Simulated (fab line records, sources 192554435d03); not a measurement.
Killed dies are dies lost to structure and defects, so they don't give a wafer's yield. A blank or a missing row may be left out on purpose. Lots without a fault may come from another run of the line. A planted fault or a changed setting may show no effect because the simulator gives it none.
fab line records | flow n5_finfet
record lots=24 wafers=72 last_day=18
route steps=1938 shown BEOL_M3@950
lots that met no fault: from a run of the same line without faults
start_h: hours from the record's first day to the start of the lot's first wafer shown | wait_h: hours since the lot's step before | " the same as in the row above | L1.1+2: a row that stands for several wafers | - no value, or no start given | * or withheld: withheld | < > ~ a bound
route shown NAME@n: a module of which the file shows steps, and the number in the route of the first | usual: mean/standard deviation of fault-free wafers | same: alike in all rows | chamber/n: place in a boat | sites: the reading at each site | _std_site: their standard deviation | _edge_site: outer sites' mean less inner sites' | radius_mm: how far each site lies from the wafer's centre | mask NAME#n: copy n | behind: the tool/chamber that last shaped the wafer | hold: why the lot was held/for how many hours/how that ended | device: the transistor (n, p or np) that didn't switch | end of line: the same wafers' tests at the end of the route | a step without rows: its recipe alone | killed: dies lost to structure and defects at the first sort, not the wafer's yield | map: a wafer's dies, x killed, . not, _ none there
set.NAME: the setting as run; set.NAME@STEP: as run at that earlier step | model.NAME: the simulator's own value behind a step, which no gauge read
steps of the route over a sample of lots; a table a step, a row a wafer
services: from which hour (start_h, from the record's first day; less than 0 if before it) a tool's chamber was out of use, for how many hours, and why
## steps
# step N5_BEOL_M3_ETCH_64
# recipe chemistry=N2/H2 target=SOC target_depth_a=750 overetch_a=150 mask_material=SiARC temp_c=40 time_s=112.5 ion_energy_ev=200 pressure_mtorr=30 source_w=840 bias_w=150 n2_flow_sccm=200 h2_flow_sccm=200
# usual drypump_motor_current_A=6.0/0.57 oes_product_au=0.62/0.079 rf_vpp_V=523.9/3 showerhead_plenum_p_Torr=2.54/0.1 throttle_valve_pct=17.78/0.23
# same time_s=112.5
# columns lot.wafer tool chamber start_h wait_h drypump_motor_current_A oes_product_au rf_hours_counter_h rf_vpp_V showerhead_plenum_p_Torr throttle_valve_pct
L074.3 rie_diel-01 2 147.44 0.0 6.6 0.53 239 522.5 2.50 18.21
L074.4 " 2 " " 6.6 0.54 - 522.6 2.50 18.20
L074.5 " 3 " " 6.2 0.62 - 521.8 2.46 17.62
L075.1 rie_diel-01 3 151.74 0.0 6.2 0.62 97 519.6 2.46 17.60
L075.3 " 0 " " 5.8 0.75 12 527.5 2.71 17.46
L075.6 " 0 " " 5.8 0.75 - 528.6 2.71 17.45
L076.1 rie_diel-01 2 160.26 0.0 6.6 0.54 245 523.7 2.50 18.23
L076.3 " 0 " " 5.8 0.74 16 529.1 2.71 17.46
L076.4 " 2 " " 6.6 0.53 - 523.0 2.50 18.22
L077.1 rie_diel-01 3 164.36 0.0 6.2 0.62 103 521.2 2.46 17.62
L077.3 " 0 " " 5.9 0.74 17 529.4 2.71 17.47
L077.6 " 2 " " 6.6 0.54 - 522.4 2.50 18.22
L079.1 rie_diel-04 2 174.68 0.0 6.2 0.56 225 522.7 2.51 18.01
L079.4 " 0 " " 5.4 0.61 154 527.8 2.65 18.02
L079.6 " 2 " " 6.1 0.56 - 522.2 2.51 18.01
L078.1 rie_diel-03 0 177.06 0.0 5.1 0.58 164 522.1 2.43 17.65
L078.4 " 2 " " 5.5 0.58 - 524.1 2.53 18.05
L078.5 " 3 " " 6.4 0.73 - 528.9 2.71 17.43
L080.1 rie_diel-04 1 182.82 0.0 5.4 0.74 8 524.7 2.59 17.60
L080.3 " 0 " " 5.4 0.61 157 527.4 2.65 18.02
L080.5 " 3 " " 6.7 0.54 - 520.5 2.41 17.60
L081.1 rie_diel-04 0 191.77 0.0 5.4 0.61 160 526.6 2.65 18.04
L081.2 " 3 " " 6.8 0.54 219 520.4 2.41 17.61
L081.5 " 3 " " 6.8 0.54 - 520.9 2.41 17.59
L082.1 rie_diel-04 2 201.99 0.0 6.1 0.56 235 521.5 2.51 18.01
L082.5 " 0 " " 5.4 0.61 - 527.9 2.65 18.05
L082.6 " 1 " " 5.4 0.72 - 524.6 2.59 17.61
L083.4 rie_diel-01 3 210.56 0.1 6.2 0.60 - 522.6 2.45 17.64
L083.5 " 0 " " 5.9 0.72 - 528.6 2.70 17.50
L083.6 " 2 " " 6.6 0.75 - 523.4 2.50 17.78
L084.2 rie_diel-04 3 219.73 0.0 6.7 0.53 223 521.1 2.41 17.60
L084.4 " 0 " " 5.4 0.60 169 527.9 2.64 18.03
L084.5 " 2 " " 6.1 0.55 - 520.3 2.50 18.01
L085.2 rie_diel-03 2 221.09 0.0 5.5 0.56 199 524.3 2.52 18.07
L085.4 " 1 " " 6.1 0.57 154 527.0 2.65 17.87
L085.6 " 2 " " 5.5 0.57 - 523.0 2.52 18.09
L086.1 rie_diel-04 0 225.16 0.0 5.3 0.60 172 526.5 2.64 18.07
L086.2 " 2 " " 6.1 0.55 242 521.7 2.50 18.03
L086.3 " 3 " " 6.8 0.53 226 520.0 2.41 17.62
L087.1 rie_diel-03 2 226.90 0.0 5.5 0.57 202 522.7 2.52 18.08
L087.2 " 0 " " 5.2 0.57 181 519.2 2.42 17.68
L087.6 " 0 " " 5.2 0.57 - 519.6 2.42 17.66
L088.1 rie_diel-03 0 230.12 0.0 5.1 0.57 183 519.9 2.42 17.66
L088.4 " 3 " " 6.4 0.70 29 528.4 2.70 17.46
L088.6 " 0 " " 5.1 0.57 - 520.9 2.42 17.66
L090.3 rie_diel-04 3 244.33 0.0 6.7 0.53 233 521.4 2.40 17.62
L090.4 " 3 " " 6.7 0.52 - 521.1 2.40 17.65
L090.5 " 0 " " 5.4 0.59 - 526.4 2.64 18.08
L089.2 rie_diel-04 3 245.03 0.0 6.8 0.53 234 519.7 2.40 17.64
L089.3 " 0 " " 5.4 0.59 180 527.8 2.64 18.06
L089.5 " 2 " " 6.1 0.54 - 524.7 2.50 18.04
L091.2 rie_diel-04 3 249.03 0.0 6.8 0.53 235 518.0 2.40 17.62
L091.4 " 1 " " 5.4 0.70 - 526.1 2.58 17.61
L091.6 " 3 " " 6.8 0.53 - 519.3 2.40 17.64
L092.2 rie_diel-01 2 253.01 0.0 6.6 0.73 14 521.9 2.49 17.80
L092.3 " 3 " " 6.2 0.60 130 521.3 2.45 17.65
L092.5 " 1 " " 4.7 0.73 - 522.9 2.60 17.77
L094.1 rie_diel-04 3 269.60 0.0 6.8 0.53 242 520.8 2.40 17.65
L094.3 " 1 " " 5.4 0.69 34 523.7 2.58 17.64
L094.4 " 2 " " 6.1 0.80 2 522.1 2.50 17.63
L093.1 rie_diel-04 1 270.16 0.0 5.4 0.69 34 524.1 2.58 17.63
L093.4 " 2 " " 6.1 0.78 2 521.7 2.50 17.62
L093.6 " 2 " " 6.1 0.79 - 523.0 2.50 17.61
L095.2 rie_diel-01 3 280.87 0.0 6.2 0.59 139 522.3 2.44 17.67
L095.3 " 2 " " 6.6 0.70 21 525.3 2.49 17.81
L095.4 " 1 " " 4.7 0.71 28 525.7 2.60 17.78
L096.3 rie_diel-04 0 284.36 0.0 5.4 0.59 192 528.3 2.63 18.09
L096.4 " 3 " " 6.8 0.52 246 521.0 2.40 17.66
L096.5 " 0 " " 5.4 0.58 - 527.4 2.63 18.09
L097.2 rie_diel-03 3 287.29 0.0 6.4 0.67 46 527.8 2.69 17.48
L097.3 " 0 " " 5.1 0.56 202 518.9 2.42 17.69
L097.4 " 2 " " 5.5 0.55 221 524.3 2.51 18.13
# step N5_BEOL_M3_INSPECT_30
# recipe mode=adi inspect_instrument=brightfield
# usual raw_defect_count=415/83
# columns lot.wafer tool chamber start_h wait_h raw_defect_count
L074.3 defect_inspect-01 - 148.33 0.0 341
L074.4 " - " " 426
L074.5 " - " " 411
L075.1 defect_inspect-02 - 152.49 0.1 411
L075.3 " - " " 503
L075.6 " - " " 390
L076.1 defect_inspect-02 - 161.14 0.1 439
L076.3 " - " " 546
L076.4 " - " " 575
L077.1 defect_inspect-01 - 165.25 0.1 511
L077.3 " - " " 410
L077.6 " - " " 391
L079.1 defect_inspect-02 - 175.56 0.1 462
L079.4 " - " " 334
L079.6 " - " " 364
L078.1 defect_inspect-02 - 177.94 0.1 376
L078.4 " - " " 365
L078.5 " - " " 452
L080.1 defect_inspect-02 - 183.71 0.1 350
L080.3 " - " " 420
L080.5 " - " " 296
L081.1 defect_inspect-02 - 192.88 0.1 375
L081.2 " - " " 411
L081.5 " - " " 437
L082.1 defect_inspect-01 - 202.88 0.1 447
L082.5 " - " " 409
L082.6 " - " " 448
L083.4 defect_inspect-01 - 211.41 0.0 576
L083.5 " - " " 422
L083.6 " - " " 585
L084.2 defect_inspect-01 - 220.69 0.0 315
L084.4 " - " " 398
L084.5 " - " " 389
L085.2 defect_inspect-01 - 221.94 0.0 542
L085.4 " - " " 456
L085.6 " - " " 402
L086.1 defect_inspect-02 - 226.09 0.1 449
L086.2 " - " " 403
L086.3 " - " " 522
L087.1 defect_inspect-01 - 227.98 0.1 446
L087.2 " - " " 329
L087.6 " - " " 274
L088.1 defect_inspect-02 - 231.05 0.1 294
L088.4 " - " " 353
L088.6 " - " " 373
L090.3 defect_inspect-02 - 245.10 0.0 337
L090.4 " - " " 302
L090.5 " - " " 337
L089.2 defect_inspect-01 - 245.93 0.0 386
L089.3 " - " " 468
L089.5 " - " " 255
L091.2 defect_inspect-02 - 249.79 0.0 427
L091.4 " - " " 361
L091.6 " - " " 412
L092.2 defect_inspect-01 - 253.76 0.0 370
L092.3 " - " " 381
L092.5 " - " " 365
L094.1 defect_inspect-02 - 270.36 0.1 454
L094.3 " - " " 423
L094.4 " - " " 583
L093.1 defect_inspect-02 - 270.92 0.1 242
L093.4 " - " " 205
L093.6 " - " " 342
L095.2 defect_inspect-01 - 281.63 0.0 438
L095.3 " - " " 468
L095.4 " - " " 484
L096.3 defect_inspect-01 - 285.24 0.0 463
L096.4 " - " " 392
L096.5 " - " " 355
L097.2 defect_inspect-02 - 288.05 0.0 390
L097.3 " - " " 390
L097.4 " - " " 408
# step N5_BEOL_M3_ALD_98
# recipe material=SiO2 target_thk_a=25 temp_c=100 ald_precursor_family=BDEAS ald_co_reactant=O2-plasma pulse_time_s=1 co_reactant_pulse_time_s=1 purge_time_s=2 co_reactant_purge_time_s=2 ald_cycles=17 pressure_torr=2
# usual chamber_pressure_Torr=2.000/0.0046 heater_power_w=77/5.8 precursor_pulse_height_rel=0.996/0.022 susceptor_temp_C=99.99/0.12
# columns lot.wafer tool chamber start_h wait_h chamber_pressure_Torr heater_power_w precursor_pulse_height_rel susceptor_temp_C
L074.3 ald_sin-03 1 148.56 0.1 1.996 80 1.000 99.99
L074.4 " 1 " " 1.999 78 0.996 99.96
L074.5 " 0 " " 1.992 75 0.969 100.05
L075.1 ald_sin-03 3 152.77 0.1 2.004 93 0.988 99.98
L075.3 " 0 " " 1.998 75 1.021 99.89
L075.6 " 2 " " 1.999 78 1.005 99.95
L076.1 ald_sin-03 1 161.36 0.1 1.998 78 0.987 99.92
L076.3 " 0 " " 2.003 73 0.990 99.88
L076.4 " 0 " " 2.010 72 1.001 100.19
L077.1 ald_sin-04 2 165.42 0.1 2.009 77 0.989 99.92
L077.3 " 0 " " 2.000 77 0.993 99.84
L077.6 " 1 " " 2.002 74 0.995 99.74
L079.1 ald_sin-03 0 175.75 0.1 2.004 76 0.992 99.64
L079.4 " 1 " " 1.999 78 1.013 100.02
L079.6 " 0 " " 2.002 74 0.980 99.85
L078.1 ald_sin-03 1 178.57 0.5 1.998 81 0.984 100.04
L078.4 " 3 " " 1.997 92 1.009 99.85
L078.5 " 2 " " 2.003 77 0.998 99.96
L080.1 ald_sin-02 0 184.13 0.1 1.997 77 0.994 99.78
L080.3 " 3 " " 2.002 81 0.995 100.04
L080.5 " 1 " " 2.000 70 0.989 99.84
L081.1 ald_sin-03 2 193.04 0.1 2.001 78 1.010 100.13
L081.2 " 1 " " 2.004 81 0.982 100.04
L081.5 " 3 " " 1.999 91 0.980 99.87
L082.1 ald_sin-02 2 203.11 0.1 1.998 76 1.025 100.23
L082.5 " 2 " " 2.001 73 1.002 99.85
L082.6 " 3 " " 2.007 84 1.052 100.03
L083.4 ald_sin-03 3 211.74 0.1 2.000 92 0.985 100.03
L083.5 " 3 " " 1.999 92 1.031 100.07
L083.6 " 0 " " 1.989 75 1.025 99.83
L084.2 ald_sin-04 3 222.31 0.1 2.004 77 0.960 99.88
L084.4 " 1 " " 2.011 71 1.005 100.07
L084.5 " 3 " " 2.003 78 0.998 99.94
L085.2 ald_sin-02 2 223.57 0.1 1.997 74 0.978 99.91
L085.4 " 0 " " 1.996 80 1.018 99.98
L085.6 " 2 " " 1.998 73 0.966 99.93
L086.1 ald_sin-03 3 227.18 0.1 1.996 93 1.011 99.94
L086.2 " 1 " " 2.000 78 0.985 99.88
L086.3 " 0 " " 1.998 75 1.004 99.81
L087.1 ald_sin-02 3 229.19 0.3 1.999 85 0.974 100.07
L087.2 " 2 " " 1.997 73 1.028 99.81
L087.6 " 3 " " 2.006 81 0.966 100.04
L088.1 ald_sin-02 0 231.23 0.1 2.004 79 0.998 99.96
L088.4 " 0 " " 2.004 77 0.949 100.02
L088.6 " 3 " " 2.010 83 0.960 99.89
L090.3 ald_sin-04 0 245.51 0.3 2.000 74 0.993 100.11
L090.4 " 2 " " 1.998 78 0.994 99.94
L090.5 " 3 " " 2.003 76 0.974 99.87
L089.2 ald_sin-04 2 246.48 0.4 1.992 78 1.013 100.09
L089.3 " 1 " " 2.000 71 0.949 99.99
L089.5 " 1 " " 1.998 73 0.984 100.05
L091.2 ald_sin-02 0 250.21 0.3 1.999 77 0.954 100.02
L091.4 " 2 " " 2.000 72 1.002 99.92
L091.6 " 3 " " 2.002 81 1.044 99.95
L092.2 ald_sin-04 0 253.93 0.1 1.997 72 1.015 100.04
L092.3 " 1 " " 1.993 74 0.995 100.01
L092.5 " 1 " " 1.998 75 0.968 100.00
L094.1 ald_sin-04 3 270.53 0.1 2.002 78 0.961 99.87
L094.3 " 2 " " 2.000 78 1.006 99.83
L094.4 " 1 " " 1.988 72 0.997 99.82
L093.1 ald_sin-02 1 271.58 0.4 1.998 69 1.015 99.92
L093.4 " 2 " " 1.998 74 0.965 100.06
L093.6 " 1 " " 2.001 66 1.028 100.10
L095.2 ald_sin-04 3 281.84 0.1 1.990 79 0.977 100.10
L095.3 " 1 " " 2.006 72 0.973 99.95
L095.4 " 0 " " 1.997 70 1.025 99.95
L096.3 ald_sin-04 2 285.45 0.1 2.005 80 1.022 99.86
L096.4 " 1 " " 1.994 72 1.029 99.92
L096.5 " 1 " " 2.004 73 0.992 99.89
L097.2 ald_sin-04 1 288.23 0.1 2.004 71 1.009 99.74
L097.3 " 3 " " 2.012 79 0.993 99.89
L097.4 " 2 " " 1.996 77 1.012 100.15
# step N5_BEOL_M3_VIA_ETCH_34
# recipe chemistry=C4F6/O2 target_depth_a=694 mask_material=SOC pressure_mtorr=15 ion_energy_ev=250 taper_deg=4 time_s=65.9 source_w=350 bias_w=170 Ar_flow_sccm=300 C4F6_flow_sccm=10 O2_flow_sccm=10
# usual C4F6_flow_sccm=10.00/0.031 drypump_motor_current_A=5.9/0.59 oes_o_777_au=0.80/0.094 oes_product_au=0.81/0.1 rf_vpp_V=664/6.9 showerhead_plenum_p_Torr=2.86/0.11 throttle_valve_pct=30.72/0.24
# same time_s=65.9
# columns lot.wafer tool chamber start_h wait_h C4F6_flow_sccm drypump_motor_current_A oes_o_777_au oes_product_au rf_hours_counter_h rf_vpp_V showerhead_plenum_p_Torr throttle_valve_pct
L074.3 rie_diel-03 2 151.02 0.0 9.94 5.5 0.74 0.74 175 664 2.84 30.96
L074.4 " 1 " " 9.96 6.1 0.74 0.74 136 678 2.96 30.69
L074.5 " 2 " " 9.96 5.5 0.74 0.74 - 664 2.84 30.97
L075.1 rie_diel-04 2 154.21 0.0 9.96 6.1 0.71 0.71 216 664 2.81 30.76
L075.3 " 2 " " 10.02 6.1 0.71 0.71 - 666 2.81 30.78
L075.6 " 2 " " 10.00 6.1 0.71 0.71 - 663 2.81 30.77
L076.1 rie_diel-03 2 168.87 0.0 9.99 5.5 0.74 0.73 181 663 2.83 30.95
L076.3 " 0 " " 9.96 5.2 0.74 0.73 162 658 2.73 30.50
L076.4 " 3 " " 9.95 6.4 0.94 0.93 6 678 3.03 30.41
L077.1 rie_diel-04 2 173.87 0.0 10.00 6.1 0.71 0.70 225 665 2.81 30.78
L077.3 " 0 " " 10.03 5.4 0.77 0.77 154 660 2.96 30.99
L077.6 " 0 " " 10.02 5.4 0.78 0.77 - 661 2.96 31.01
L079.1 rie_diel-04 1 176.11 0.0 9.96 5.4 0.94 0.96 6 669 2.92 30.93
L079.4 " 0 " " 10.00 5.3 0.77 0.77 155 659 2.96 31.01
L079.6 " 0 " " 10.01 5.3 0.77 0.78 - 660 2.96 30.99
L078.1 rie_diel-03 3 183.65 0.0 9.99 6.5 0.91 0.92 12 677 3.03 30.41
L078.4 " 0 " " 10.02 5.2 0.74 0.73 - 659 2.73 30.50
L078.5 " 2 " " 9.99 5.5 0.74 0.72 - 666 2.83 30.96
L080.1 rie_diel-03 0 187.42 0.0 9.98 5.1 0.74 0.73 168 657 2.73 30.50
L080.3 " 3 " " 10.01 6.4 0.91 0.91 13 676 3.03 30.42
L080.5 " 2 " " 9.94 5.5 0.73 0.72 - 663 2.83 30.97
L081.1 rie_diel-04 0 194.88 0.0 9.96 5.4 0.77 0.76 162 660 2.96 30.99
L081.2 " 2 " " 9.99 6.1 0.70 0.71 232 665 2.81 30.78
L081.5 " 0 " " 9.99 5.4 0.76 0.77 - 658 2.96 31.00
L082.1 rie_diel-01 0 204.59 0.0 10.05 5.9 0.91 0.92 33 657 3.00 30.43
L082.5 " 2 " " 10.01 6.5 0.98 0.97 - 665 2.80 30.86
L082.6 " 3 " " 9.95 6.2 0.75 0.77 - 677 2.74 30.53
L083.4 rie_diel-04 0 220.01 0.0 10.01 5.4 0.75 0.76 169 659 2.95 31.03
L083.5 " 3 " " 9.99 6.7 0.69 0.67 - 656 2.69 30.36
L083.6 " 2 " " 10.01 6.1 0.70 0.70 - 664 2.80 30.80
L084.2 rie_diel-04 2 226.11 0.0 9.96 6.1 0.69 0.69 242 664 2.80 30.78
L084.4 " 0 " " 9.99 5.4 0.76 0.76 172 660 2.95 31.02
L084.5 " 1 " " 10.04 5.4 0.89 0.91 - 669 2.91 30.93
L085.2 rie_diel-01 2 229.75 0.0 9.99 6.6 0.95 0.96 8 665 2.79 30.85
L085.4 " 0 " " 9.95 5.7 0.90 0.91 39 657 3.00 30.45
L085.6 " 0 " " 9.95 5.8 0.91 0.91 - 657 3.00 30.45
L086.1 rie_diel-04 2 229.87 0.0 10.00 6.1 0.69 0.69 244 665 2.80 30.79
L086.2 " 3 " " 10.00 6.8 0.68 0.67 228 657 2.69 30.38
L086.3 " 1 " " 9.98 5.4 0.90 0.91 24 669 2.91 30.95
L087.1 rie_diel-03 0 232.96 0.0 10.00 5.2 0.72 0.72 184 658 2.72 30.53
L087.2 " 1 " " 10.01 6.1 0.72 0.73 160 676 2.95 30.74
L087.6 " 1 " " 10.00 6.1 0.73 0.71 - 676 2.95 30.71
L088.1 rie_diel-04 2 237.31 0.0 10.01 6.1 0.69 0.69 246 663 2.80 30.79
L088.4 " 1 " " 9.98 5.4 0.88 0.90 26 670 2.91 30.94
L088.6 " 0 " " 10.04 5.4 0.76 0.76 - 660 2.95 31.01
L089.2 rie_diel-04 3 247.58 0.0 9.98 6.8 0.68 0.67 235 657 2.69 30.39
L089.3 " 1 " " 10.03 5.4 0.88 0.90 28 669 2.91 30.95
L089.5 " 0 " " 10.03 5.4 0.75 0.75 - 658 2.95 31.04
L090.3 rie_diel-01 3 247.58 0.0 10.06 6.2 0.74 0.76 129 675 2.74 30.54
L090.4 " 0 " " 10.02 5.9 0.89 0.90 43 657 3.00 30.46
L090.5 " 1 " " 10.04 4.7 0.90 0.92 - 667 2.91 30.89
L091.2 rie_diel-01 3 260.92 0.0 9.98 6.2 0.74 0.76 133 677 2.74 30.55
L091.4 " 2 " " 9.98 6.6 0.93 0.93 16 664 2.79 30.88
L091.6 " 3 " " 10.04 6.2 0.74 0.75 - 676 2.74 30.54
L092.2 rie_diel-04 0 264.38 0.0 9.93 5.4 0.75 0.75 186 659 2.95 31.03
L092.3 " 3 " " 9.95 6.7 0.67 0.67 240 656 2.69 30.39
L092.5 " 1 " " 10.01 5.4 0.88 0.90 - 670 2.91 30.95
L094.1 rie_diel-01 1 270.87 0.0 9.98 4.7 0.89 0.91 25 668 2.91 30.91
L094.3 " 3 " " 10.01 6.2 0.73 0.75 136 675 2.73 30.57
L094.4 " 0 " " 10.01 5.8 0.88 0.89 51 657 2.99 30.47
L093.1 rie_diel-03 2 271.91 0.0 10.00 5.5 0.71 0.71 215 664 2.82 30.98
L093.4 " 0 " " 9.97 5.1 0.71 0.71 196 658 2.71 30.54
L093.6 " 2 " " 9.96 5.5 0.71 0.71 - 662 2.82 31.00
L095.2 rie_diel-01 2 288.89 0.0 10.07 6.6 0.91 0.92 24 664 2.79 30.88
L095.3 " 0 " " 9.97 5.9 0.87 0.89 57 656 2.99 30.46
L095.4 " 2 " " 10.07 6.6 0.90 0.90 - 665 2.79 30.87
L096.3 rie_diel-01 0 289.65 0.0 10.01 5.9 0.88 0.87 57 657 2.99 30.46
L096.4 " 2 " " 9.96 6.6 0.90 0.90 - 664 2.79 30.89
L096.5 " 0 " " 9.99 5.9 0.89 0.88 - 657 2.99 30.48
L097.2 rie_diel-04 0 299.55 0.0 10.00 5.3 0.74 0.73 197 659 2.94 31.03
L097.3 " 2 " " 10.01 6.1 0.95 0.96 11 663 2.79 30.61
L097.4 " 1 " " 9.99 5.4 0.85 0.88 - 669 2.90 30.96
# step N5_BEOL_M3_OCD_MEAS_38
# usual trench_depth_nm=55.9/0.88
# columns lot.wafer tool chamber start_h wait_h trench_depth_nm
L074.3 ocd-01 - 151.28 - 55.3
L074.4 " - " " 55.0
L074.5 " - " " 55.2
L075.1 ocd-01 - 154.57 - 55.7
L075.3 " - " " 56.2
L075.6 " - " " 56.0
L076.1 ocd-01 - 169.13 - 54.9
L076.3 " - " " 55.1
L076.4 " - " " 56.5
L077.1 ocd-01 - 174.12 - 54.6
L077.3 " - " " 55.8
L077.6 " - " " 55.1
L079.1 ocd-01 - 176.36 - 57.2
L079.4 " - " " 55.2
L079.6 " - " " 55.4
L078.1 ocd-02 - 183.90 - 56.4
L078.4 " - " " 55.5
L078.5 " - " " 55.6
L080.1 ocd-02 - 187.67 - 55.7
L080.3 " - " " 56.9
L080.5 " - " " 55.5
L081.1 ocd-02 - 195.13 - 55.3
L081.2 " - " " 55.5
L081.5 " - " " 55.0
L082.1 ocd-02 - 204.84 - 56.2
L082.5 " - " " 57.7
L082.6 " - " " 55.5
L083.4 ocd-02 - 220.27 - 55.3
L083.5 " - " " 55.0
L083.6 " - " " 55.6
L084.2 ocd-01 - 226.36 - 55.6
L084.4 " - " " 55.7
L084.5 " - " " 56.5
L085.2 ocd-02 - 230.00 - 57.2
L085.4 " - " " 56.6
L085.6 " - " " 56.6
L086.1 ocd-02 - 230.14 - 54.7
L086.2 " - " " 54.3
L086.3 " - " " 56.3
L087.1 ocd-02 - 233.21 - 56.2
L087.2 " - " " 55.4
L087.6 " - " " 55.5
L088.1 ocd-01 - 237.56 - 54.9
L088.4 " - " " 56.5
L088.6 " - " " 53.7
L089.2 ocd-02 - 247.83 - 55.0
L089.3 " - " " 56.5
L089.5 " - " " 55.0
L090.3 ocd-01 - 247.83 - 56.1
L090.4 " - " " 56.3
L090.5 " - " " 57.3
L091.2 ocd-02 - 261.18 - 56.2
L091.4 " - " " 58.4
L091.6 " - " " 56.4
L092.2 ocd-01 - 264.65 - 54.9
L092.3 " - " " 55.0
L092.5 " - " " 57.5
L094.1 ocd-02 - 271.13 - 56.9
L094.3 " - " " 56.4
L094.4 " - " " 55.7
L093.1 ocd-02 - 272.16 - 55.2
L093.4 " - " " 55.6
L093.6 " - " " 54.6
L095.2 ocd-02 - 289.14 - 56.3
L095.3 " - " " 55.3
L095.4 " - " " 56.7
L096.3 ocd-02 - 289.91 - 56.4
L096.4 " - " " 57.0
L096.5 " - " " 56.1
L097.2 ocd-02 - 299.80 - 54.6
L097.3 " - " " 56.4
L097.4 " - " " 56.2
# step N5_BEOL_M3_ANNEAL_89
# recipe temp_c=400 time_s=240 ambient=vacuum
# usual heater_power_w=793/71 susceptor_temp_C=399.99/0.22
# same time_s=240
# columns lot.wafer tool chamber start_h wait_h heater_power_w susceptor_temp_C
L074.3 pvd_sputter-02 - 153.82 0.0 940 399.77
L074.4 " - " " 824 399.77
L074.5 " - " " 796 400.32
L075.1 pvd_sputter-02 - 156.48 0.0 814 399.90
L075.3 " - " " 798 399.90
L075.6 " - " " 696 400.00
L076.1 pvd_sputter-03 - 171.46 0.0 724 399.98
L076.3 " - " " 822 400.10
L076.4 " - " " 774 399.77
L077.1 pvd_sputter-02 - 176.49 0.0 799 399.96
L077.3 " - " " 932 400.07
L077.6 " - " " 801 399.96
L079.1 pvd_sputter-03 - 178.80 0.0 786 399.95
L079.4 " - " " 821 400.12
L079.6 " - " " 742 399.40
L078.1 pvd_sputter-03 - 186.39 0.0 738 400.08
L078.4 " - " " 709 399.94
L078.5 " - " " 793 400.04
L080.1 pvd_sputter-01 - 190.26 0.0 866 399.95
L080.3 " - " " 683 399.70
L080.5 " - " " 797 400.28
L081.1 pvd_sputter-03 - 199.14 0.0 842 399.77
L081.2 " - " " 766 399.75
L081.5 " - " " 823 399.87
L082.1 pvd_sputter-03 - 208.72 0.0 828 400.17
L082.5 " - " " 727 399.75
L082.6 " - " " 796 399.95
L083.4 pvd_sputter-01 - 222.88 0.0 869 400.04
L083.5 " - " " 816 399.91
L083.6 " - " " 871 400.10
L084.2 pvd_sputter-01 - 228.39 0.0 788 399.95
L084.4 " - " " 675 399.88
L084.5 " - " " 819 399.88
L085.2 pvd_sputter-03 - 232.25 0.0 820 399.64
L085.4 " - " " 727 399.67
L085.6 " - " " 716 400.48
L086.1 pvd_sputter-01 - 232.39 0.0 829 400.15
L086.2 " - " " 866 399.99
L086.3 " - " " 797 400.10
L087.1 pvd_sputter-01 - 235.93 0.0 680 400.09
L087.2 " - " " 810 400.16
L087.6 " - " " 815 400.15
L088.1 pvd_sputter-03 - 239.37 0.0 729 399.93
L088.4 " - " " 704 400.09
L088.6 " - " " 770 400.02
L090.3 pvd_sputter-02 - 251.41 0.0 943 399.88
L090.4 " - " " 795 399.73
L090.5 " - " " 702 400.35
L089.2 pvd_sputter-01 - 251.41 0.0 878 400.00
L089.3 " - " " 788 399.35
L089.5 " - " " 800 399.47
L091.2 pvd_sputter-03 - 263.77 0.0 739 400.20
L091.4 " - " " 710 399.93
L091.6 " - " " 829 400.33
L092.2 pvd_sputter-02 - 266.93 0.0 714 399.93
L092.3 " - " " 796 399.95
L092.5 " - " " 696 399.61
L094.1 pvd_sputter-01 - 273.10 0.0 682 399.90
L094.3 " - " " 800 400.01
L094.4 " - " " 859 399.90
L093.1 pvd_sputter-02 - 275.43 0.0 930 399.60
L093.4 " - " " 722 400.11
L093.6 " - " " 953 399.61
L095.2 pvd_sputter-02 - 291.38 0.0 920 399.57
L095.3 " - " " 804 399.99
L095.4 " - " " 837 400.16
L096.3 pvd_sputter-01 - 292.07 0.0 682 400.23
L096.4 " - " " 852 400.17
L096.5 " - " " 819 399.85
L097.2 pvd_sputter-02 - 301.79 0.0 809 400.11
L097.3 " - " " 724 400.37
L097.4 " - " " 926 400.15
## services
# columns tool chamber start_h hours kind
rie_diel-04 2 124.85 24.6 repair
rie_diel-04 1 149.68 - clean
rie_diel-04 1 149.68 - consumable_replace:focus_ring
ald_sin-03 2 160.90 16.3 repair
rie_diel-04 0 161.53 6.6 repair
rie_diel-03 1 175.27 12.3 repair
ald_sin-04 - 177.89 14.0 pm
rie_diel-04 3 193.45 8.9 repair
ald_sin-04 1 194.48 2.5 repair
ald_sin-04 - 201.75 0.7 repair
rie_diel-04 - 211.67 2.8 pm
rie_diel-01 - 217.33 9.7 repair
rie_diel-04 - 217.33 2.1 repair
ald_sin-03 - 228.99 2.8 repair
rie_diel-01 - 229.97 2.8 pm
ald_sin-02 2 230.72 4.4 repair
rie_diel-04 1 239.23 6.4 repair
ald_sin-02 1 244.09 8.5 repair
rie_diel-04 2 247.20 - clean
ald_sin-02 - 255.40 2.2 repair
ald_sin-03 - 269.27 14.0 pm
rie_diel-01 3 284.47 7.4 repair
ald_sin-03 - 284.73 1.1 repair
ald_sin-04 - 292.72 2.8 pm
## key
fault none
